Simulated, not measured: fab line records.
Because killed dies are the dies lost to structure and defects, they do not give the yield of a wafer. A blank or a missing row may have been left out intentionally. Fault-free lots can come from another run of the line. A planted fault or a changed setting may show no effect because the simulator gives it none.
fab line records	flow n5-finfet
record lots=6	wafers=18	last-day=17
route steps=1938 shown GATE_CUT@479 BEOL_M4@1111 PASSIVATION@1936
lots untouched by any fault: they come from a run of this same line in which no faults occurred
start-h: start of the lot's first displayed wafer, in hours after the record's first day	wait-h: how many hours have passed since the lot's step before this one	" as in the row above	L1.1+2: several wafers, shown together as one row	- value missing, or start not given	* or withheld: withheld	< > ~ a bound
route shown NAME@n: names a module that has steps shown in the file, with the first one's number in the route	usual: mean/standard deviation of fault-free wafers	same: alike in all rows	chamber/n: place in a boat	sites: each site's reading	_std_site: the values' standard deviation	_edge_site: mean of outer sites minus mean of inner sites	radius-mm: for every site, how far away it sits from the centre of the wafer	mask NAME#n: copy n	behind: the most recent tool/chamber to have shaped the wafer	hold: why the lot was held/for how many hours/how that ended	device: which transistor (n, p or np) failed to switch	end of line: the route-end tests of the same wafers	where a step has no rows: the recipe by itself	killed: the dies lost at the first sort to structure and to defects; this is not the yield of the wafer	map: a wafer's dies, marking killed ones x, the rest . and places with no die _
set.NAME: the setting as run; set.NAME@STEP: as run at that earlier step	model.NAME: the simulator's own value behind a step, which no gauge read
lots seen at some steps along the route; tables by step, rows by wafer
services: the hour from which a tool's chamber was out of use, counted from the record's first day as start-h (under 0 if before that day), plus the number of hours and why
## steps
# step N5_GATE_CUT_COAT_35
# recipe resist=SiARC	temp-c=220	time-s=60	spin-rpm=1500	resist-thk-nm=10
# step N5_GATE_CUT_COAT_27
# recipe resist=underlayer	temp-c=205	time-s=60	spin-rpm=1500	resist-thk-nm=10
# step N5_GATE_CUT_COAT_07
# recipe resist=CAR-EUV	spin-rpm=1500	resist-thk-nm=30
# step N5_GATE_CUT_EBR_09
# recipe solvent=PGMEA	ebr-width-mm=1.5
# step N5_GATE_CUT_SOFTBAKE_08
# recipe temp-c=110	time-s=60	resist=CAR-EUV
# step N5_GATE_CUT_EXPOSE_10
# recipe mask-id=GATE_CUT	na=0.33	source-shape=annular	sigma-inner=0.35	sigma-outer=0.8	polarization=unpolarized	target-cd-nm=20	dose-mj=43.25
# step N5_GATE_CUT_PEB_11
# recipe peb-temp-c=100	peb-time-s=60	resist=CAR-EUV
# step N5_GATE_CUT_DEVELOP_12
# recipe develop-time-s=30	developer=TMAH	resist=CAR-EUV	rinse-liquid=surfactant-rinse	dry=air-spin	dev-temp-c=23
# step N5_GATE_CUT_CD_MEAS_13
# recipe target-cd-nm=20	landing-energy-ev=500	detector=se-inlens
# usual cd-nm=19.9/0.32
lot.wafer	tool	chamber	start-h	wait-h	cd-nm
L460.2	cd-sem-01	0	90.50	-	19.6
L460.3	"	0	"	"	20.3
L460.5	"	0	"	"	20.2
L464.2	cd-sem-01	0	104.99	-	20.2
L464.3	"	0	"	"	19.3
L464.5	"	0	"	"	19.7
L470.1	cd-sem-03	0	143.25	-	19.8
L470.3	"	0	"	"	19.3
L470.6	"	0	"	"	19.6
L473.1	cd-sem-03	0	171.29	-	19.9
L473.2	"	0	"	"	19.7
L473.4	"	0	"	"	19.9
L480.1	cd-sem-01	0	202.52	-	19.8
L480.2	"	0	"	"	20.2
L480.4	"	0	"	"	20.2
L482.2	cd-sem-03	0	218.89	-	20.2
L482.5	"	0	"	"	19.9
L482.6	"	0	"	"	20.5
# step N5_GATE_CUT_OVL_MEAS_14
# recipe points-per-wafer=522
# usual GATE_CUT_OVL=0.2/0.78
lot.wafer	tool	chamber	start-h	wait-h	GATE_CUT_OVL[nm]
L460.2	overlay-01	0	90.54	0.0	-0.2
L460.3	"	0	"	"	-0.2
L460.5	"	0	"	"	0.4
L464.2	overlay-01	0	105.03	0.0	0.8
L464.3	"	0	"	"	1.1
L464.5	"	0	"	"	0.1
L470.1	overlay-01	0	143.28	0.0	0.0
L470.3	"	0	"	"	0.0
L470.6	"	0	"	"	-0.8
L473.1	overlay-02	0	171.32	0.0	0.3
L473.2	"	0	"	"	-0.2
L473.4	"	0	"	"	0.5
L480.1	overlay-01	0	202.55	0.0	0.8
L480.2	"	0	"	"	0.5
L480.4	"	0	"	"	1.0
L482.2	overlay-02	0	218.92	0.0	0.3
L482.5	"	0	"	"	1.1
L482.6	"	0	"	"	1.4
# step N5_GATE_CUT_INSPECT_15
# recipe mode=adi	inspect-instrument=brightfield
# usual raw-defect-count=139/49
lot.wafer	tool	chamber	start-h	wait-h	raw-defect-count
L460.2	defect-inspect-01	-	90.59	0.0	178
L460.3	"	-	"	"	117
L460.5	"	-	"	"	143
L464.2	defect-inspect-01	-	105.08	0.0	139
L464.3	"	-	"	"	119
L464.5	"	-	"	"	84
L470.1	defect-inspect-02	-	143.34	0.1	87
L470.3	"	-	"	"	122
L470.6	"	-	"	"	107
L473.1	defect-inspect-01	-	171.38	0.1	139
L473.2	"	-	"	"	124
L473.4	"	-	"	"	137
L480.1	defect-inspect-02	-	202.61	0.1	107
L480.2	"	-	"	"	77
L480.4	"	-	"	"	87
L482.2	defect-inspect-02	-	218.98	0.0	70
L482.5	"	-	"	"	81
L482.6	"	-	"	"	109
# step N5_GATE_CUT_DESCUM_18
# recipe chemistry=O2	time-s=7	source-power-w=50	bias-power-w=20	pressure-mtorr=20	rf-frequency-hz=2.712e+07	temp-c=40	resist=CAR-EUV	o2-flow-sccm=225
# usual drypump-motor-current-A=5.8/0.37	oes-product-au=0.78/0.09	rf-vpp-V=242.9/1.6	showerhead-plenum-p-Torr=2.08/0.082	throttle-valve-pct=20.56/0.26
lot.wafer	tool	chamber	start-h	wait-h	drypump-motor-current-A	oes-product-au	rf-hours-counter-h	rf-vpp-V	showerhead-plenum-p-Torr	throttle-valve-pct
L460.2	rie-diel-06	0	90.71	0.1	5.5	0.74	214	242.6	1.98	20.69
L460.3	"	1	"	"	6.2	0.78	130	244.8	2.20	20.75
L460.5	"	0	"	"	5.5	0.74	-	241.3	1.98	20.67
L464.2	rie-diel-05	1	105.11	0.0	6.2	0.68	244	243.7	2.13	20.24
L464.3	"	3	"	"	5.9	0.79	126	243.7	2.19	20.68
L464.5	"	3	"	"	5.9	0.79	-	244.2	2.19	20.68
L470.1	rie-diel-05	3	143.37	0.0	5.9	0.79	139	244.3	2.19	20.72
L470.3	"	1	"	"	6.3	0.67	256	244.2	2.13	20.27
L470.6	"	3	"	"	5.9	0.78	-	243.9	2.19	20.71
L473.1	rie-diel-05	0	171.54	0.2	5.4	0.75	143	243.0	2.01	20.43
L473.2	"	3	"	"	5.9	0.76	150	245.8	2.19	20.75
L473.4	"	2	"	"	5.4	0.96	-	242.5	2.15	20.57
L480.1	rie-diel-01	2	202.64	0.0	6.0	0.73	158	240.9	2.01	20.18
L480.2	"	1	"	"	4.9	0.69	211	244.4	2.14	20.44
L480.4	"	3	"	"	5.9	0.97	4	243.4	2.06	20.40
L482.2	rie-diel-06	3	219.01	0.0	5.9	0.88	44	243.4	2.05	20.38
L482.5	"	3	"	"	5.9	0.87	-	241.8	2.05	20.41
L482.6	"	1	"	"	6.2	0.75	-	244.5	2.18	20.80
# step N5_GATE_CUT_ETCH_28
# recipe chemistry=N2/H2	target=underlayer	target-depth-a=130	mask-material=CAR-EUV	time-s=10.4	ion-energy-ev=200	pressure-mtorr=30	source-w=840	bias-w=150	n2-flow-sccm=200	h2-flow-sccm=200	ends=cleared
# usual drypump-motor-current-A=5.8/0.37	etch-rf-on-time-s=10.48/0.26	oes-product-au=0.66/0.078	rf-vpp-V=523.3/2.8	showerhead-plenum-p-Torr=2.53/0.097	throttle-valve-pct=18.04/0.27
lot.wafer	tool	chamber	start-h	wait-h	drypump-motor-current-A	etch-rf-on-time-s	oes-product-au	rf-hours-counter-h	rf-vpp-V	showerhead-plenum-p-Torr	throttle-valve-pct
L460.2	rie-diel-06	0	90.75	0.0	5.5	10.42	0.62	214	520.8	2.40	18.20
L460.3	"	1	"	"	6.2	10.15	0.67	130	525.6	2.66	18.18
L460.5	"	0	"	"	5.5	10.39	0.62	-	519.0	2.40	18.18
L464.2	rie-diel-05	1	105.15	0.0	6.2	10.80	0.59	244	524.6	2.62	17.88
L464.3	"	3	"	"	5.9	10.69	0.66	126	526.7	2.66	18.08
L464.5	"	3	"	"	5.9	10.64	0.66	-	528.6	2.66	18.10
L470.1	rie-diel-05	3	143.41	0.0	5.9	12.57	0.59	139	528.3	2.65	18.11
L470.3	"	1	"	"	6.2	10.77	0.57	256	525.0	2.62	17.90
L470.6	"	3	"	"	5.9	12.61	0.59	-	526.9	2.65	18.12
L473.1	rie-diel-05	0	171.58	0.0	5.4	12.59	0.57	143	521.4	2.45	17.97
L473.2	"	3	"	"	5.9	10.58	0.64	150	526.6	2.65	18.14
L473.4	"	2	"	"	5.4	12.91	0.73	-	524.0	2.62	18.01
L480.1	rie-diel-01	2	202.68	0.0	6.0	10.79	0.61	158	520.0	2.44	17.67
L480.2	"	1	"	"	5.0	10.27	0.59	211	527.4	2.63	18.04
L480.4	"	3	"	"	5.9	9.61	0.86	4	521.5	2.50	17.69
L482.2	rie-diel-06	3	219.04	0.0	5.9	10.45	0.75	44	521.4	2.48	17.70
L482.5	"	3	"	"	5.9	10.55	0.74	-	522.0	2.48	17.69
L482.6	"	1	"	"	6.2	10.10	0.64	-	526.6	2.64	18.25
# step N5_GATE_CUT_ETCH_36
# recipe chemistry=CF4	target=SiARC	target-depth-a=130	mask-material=CAR-EUV	time-s=21.7	ion-energy-ev=80	pressure-mtorr=40	source-w=545	bias-w=36	Ar_flow_sccm=100	cf4-flow-sccm=100	ends=cleared
# usual drypump-motor-current-A=5.8/0.37	etch-rf-on-time-s=21.9/0.52	oes-product-au=0.66/0.075	rf-vpp-V=183.9/1.3	showerhead-plenum-p-Torr=2.13/0.073	throttle-valve-pct=15.76/0.25
lot.wafer	tool	chamber	start-h	wait-h	drypump-motor-current-A	etch-rf-on-time-s	oes-product-au	rf-hours-counter-h	rf-vpp-V	showerhead-plenum-p-Torr	throttle-valve-pct
L460.2	rie-diel-06	0	90.76	0.0	5.5	21.8	0.62	214	182.3	2.05	16.01
L460.3	"	1	"	"	6.2	21.2	0.67	130	184.2	2.23	15.83
L460.5	"	0	"	"	5.5	21.8	0.62	-	183.4	2.05	16.00
L464.2	rie-diel-05	1	105.17	0.0	6.2	22.5	0.58	244	184.0	2.19	15.59
L464.3	"	3	"	"	5.9	22.2	0.66	126	184.9	2.23	15.75
L464.5	"	3	"	"	5.9	22.1	0.66	-	185.5	2.23	15.74
L470.1	rie-diel-05	3	143.43	0.0	5.9	22.1	0.65	139	186.8	2.23	15.76
L470.3	"	1	"	"	6.2	22.6	0.58	256	185.3	2.19	15.62
L470.6	"	3	"	"	5.9	22.2	0.65	-	183.4	2.23	15.75
L473.1	rie-diel-05	0	171.60	0.0	5.4	22.3	0.62	143	185.2	2.07	15.68
L473.2	"	3	"	"	5.9	22.0	0.65	150	185.4	2.22	15.79
L473.4	"	2	"	"	5.4	22.5	0.80	-	184.9	2.21	15.68
L480.1	rie-diel-01	2	202.70	0.0	6.0	22.3	0.61	158	183.2	2.07	15.47
L480.2	"	1	"	"	4.9	21.9	0.59	211	186.4	2.21	15.88
L480.4	"	3	"	"	5.9	20.6	0.84	4	183.9	2.10	15.48
L482.2	rie-diel-06	3	219.06	0.0	5.8	21.9	0.75	44	183.1	2.10	15.49
L482.5	"	3	"	"	5.9	22.0	0.74	-	182.8	2.10	15.50
L482.6	"	1	"	"	6.2	21.0	0.64	-	185.0	2.21	15.92
# step N5_BEOL_M4_RC_MEAS_101
# usual DIBL_N=35.1/1.5	DIBL_P=35.2/2	IOFF_N=0.146/0.028	IOFF_P=0.20/0.036	ION_N=670/12	ION_P=462/8.2	SS_N=71.2/0.63	SS_P=73.1/0.7	VT_N=250/3.6	VT_P=-251/3.3
lot.wafer	tool	chamber	start-h	wait-h	DIBL_N[mV/V]	DIBL_P[mV/V]	IOFF_N[nA/um]	IOFF_P[nA/um]	ION_N[uA/um]	ION_P[uA/um]	SS_N[mV/dec]	SS_P[mV/dec]	VT_N[mV]	VT_P[mV]
L460.2	prober-01	0	168.91	0.2	36.1	35.5	0.147	0.19	668	455	71.3	73.2	248	-253
L460.3	"	0	"	"	35.2	34.7	0.136	0.17	661	454	71.0	72.5	253	-252
L460.5	"	0	"	"	33.8	32.6	0.115	0.15	666	459	70.1	72.5	254	-255
L464.2	prober-01	0	191.88	0.2	34.8	33.2	0.121	0.18	665	469	70.7	72.7	252	-248
L464.3	"	0	"	"	35.6	35.0	0.140	0.21	668	461	70.9	72.9	253	-250
L464.5	"	0	"	"	36.7	36.3	0.170	0.23	696	476	71.5	73.8	246	-247
L470.1	prober-02	0	240.56	0.0	37.6	37.0	0.186	0.24	684	470	72.2	74.2	244	-247
L470.3	"	0	"	"	36.5	35.2	0.168	0.21	684	464	72.1	73.3	246	-250
L470.6	"	0	"	"	33.8	32.3	0.120	0.17	655	451	70.7	72.1	252	-253
L473.1	prober-01	0	266.42	0.0	35.5	33.6	0.138	0.21	663	456	71.8	73.4	251	-248
L473.2	"	0	"	"	37.3	37.1	0.176	0.27	690	480	72.3	73.4	248	-245
L473.4	"	0	"	"	36.0	35.8	0.157	0.24	685	473	72.0	73.4	247	-248
L480.1	prober-01	0	291.53	0.0	35.9	36.3	0.176	0.24	680	469	71.0	73.1	248	-246
L480.2	"	0	"	"	35.3	35.2	0.164	0.24	682	482	71.8	72.9	247	-245
L480.4	"	0	"	"	35.9	36.2	0.177	0.24	684	473	71.2	72.7	248	-248
L482.2	prober-01	0	324.19	0.2	34.5	33.8	0.134	0.17	675	461	71.0	72.9	251	-253
L482.5	"	0	"	"	33.5	32.9	0.116	0.15	665	460	70.5	72.2	252	-254
L482.6	"	0	"	"	37.4	38.0	0.179	0.23	685	467	71.9	74.4	249	-250
# step N5_PASSIVATION_PROBE_49
# usual defect-limited-yield=91.4/1.4	killed_at_M0_to_M3=32/10	killed_at_M4_up=13/5.6	killed-at-contacts=13/6.6	killed-at-front-end=39/13	killed-at-other=3.4/2.8	killed-dies=101/17	killed-open=66/13	killed-short=33/7	sort_bin_5_function=5.0/0.93	sort_bin_6_memory=3.2/0.65	sort-n-pass=1078/17	sort-yield-pct=91.4/1.4
# same gross-dies=1180	killed-at-back-side=0	sort_bin_4_leakage[%]=0	sort_bin_8_speed[%]=0
lot.wafer	tool	chamber	start-h	wait-h	defect-limited-yield[%]	killed_at_M0_to_M3	killed_at_M4_up	killed-at-contacts	killed-at-front-end	killed-at-other	killed-dies	killed-open	killed-short	sort_bin_5_function[%]	sort_bin_6_memory[%]	sort-n-pass	sort-yield-pct[%]
L482.2	prober-02	-	419.13	0.1	89.9	55	6	14	44	0	119	81	37	5.7	3.9	1061	89.9
L482.5	prober-02	-	419.28	0.2	90.6	37	18	11	45	0	111	75	36	5.9	3.3	1069	90.6
L482.6	prober-02	-	419.33	0.3	89.7	36	11	8	67	0	122	73	48	6.1	4.2	1058	89.7
# killed by level:class
L482.2 BEOL_M0_SAQP:geometric-particle:open=15 MOL_CONTACT_COAG:geometric-particle:open=12 BEOL_M0_SAQP:geometric-particle:short=11 FIN_SAQP:geometric-particle:open=10 BEOL_M1:geometric-particle:open=10 STI_FIN_REVEAL:geometric-particle:open=9 BEOL_M3:geometric-particle:open=9 STI_FIN_REVEAL:geometric-particle:short=8
L482.5 FIN_SAQP:geometric-particle:open=18 MOL_CONTACT_COAG:geometric-particle:open=10 BEOL_M4:geometric-particle:open=8 BEOL_M3:geometric-particle:open=7 BEOL_M0_SAQP:geometric-particle:short=6 BEOL_M1:geometric-particle:open=6 STARTING-WAFER:geometric-particle:short=6 FIN_SAQP:geometric-particle:short=5
L482.6 STI_FIN_REVEAL:geometric-particle:open=16 FIN_SAQP:geometric-particle:open=14 FIN_SAQP:geometric-particle:short=14 BEOL_M1:geometric-particle:short=11 DUMMY_GATE:geometric-particle:open=8 MOL_CONTACT_COAG:geometric-particle:open=8 BEOL_M0_SAQP:geometric-particle:short=8 BEOL_M0_SAQP:geometric-particle:open=6
## services
tool	chamber	start-h	hours	kind
rie-diel-06	3	115.07	1.5	repair
rie-diel-05	-	119.41	0.5	repair
rie-diel-05	2	138.77	-	clean
rie-diel-05	2	138.77	-	consumable-replace:esc
rie-diel-05	2	138.77	-	consumable-replace:focus-ring
rie-diel-05	2	138.77	24.1	scheduled-down
rie-diel-05	2	138.77	24.1	vent-cycle
rie-diel-06	1	147.10	9.0	repair
rie-diel-05	1	148.74	7.9	repair
rie-diel-01	3	161.06	3.2	repair
rie-diel-06	0	162.19	6.6	repair
rie-diel-05	1	163.09	-	clean
rie-diel-05	1	163.09	-	consumable-replace:focus-ring
rie-diel-05	1	163.09	27.9	scheduled-down
rie-diel-05	1	163.09	27.9	vent-cycle
rie-diel-01	3	173.24	-	clean
rie-diel-01	3	173.24	-	consumable-replace:focus-ring
rie-diel-01	3	173.24	21.0	scheduled-down
rie-diel-01	3	173.24	21.0	vent-cycle
rie-diel-06	0	213.94	-	clean
rie-diel-06	0	213.94	-	consumable-replace:focus-ring
rie-diel-06	0	213.94	-	consumable-replace:showerhead
rie-diel-06	0	213.94	17.7	scheduled-down
rie-diel-06	0	213.94	17.7	vent-cycle
## key
first-sign step=N5_GATE_CUT_ETCH_28	reading=etch-rf-on-time-s	direction=up	sigmas=8.6	usual=*	struck=*
effect none on later readings
met-at N5_GATE_CUT_ETCH_28
struck-wafers L470.1,L470.6,L473.1,L473.4
onset-between 105.15 143.41
fault kind=process-parameter-drift	tool=rie-diel-05	chamber=-	onset-h=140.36	steps=N5_GATE_CUT_ETCH_28	channel=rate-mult	offset=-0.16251	shape=step	end-h=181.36	scope=struck-wafers-only
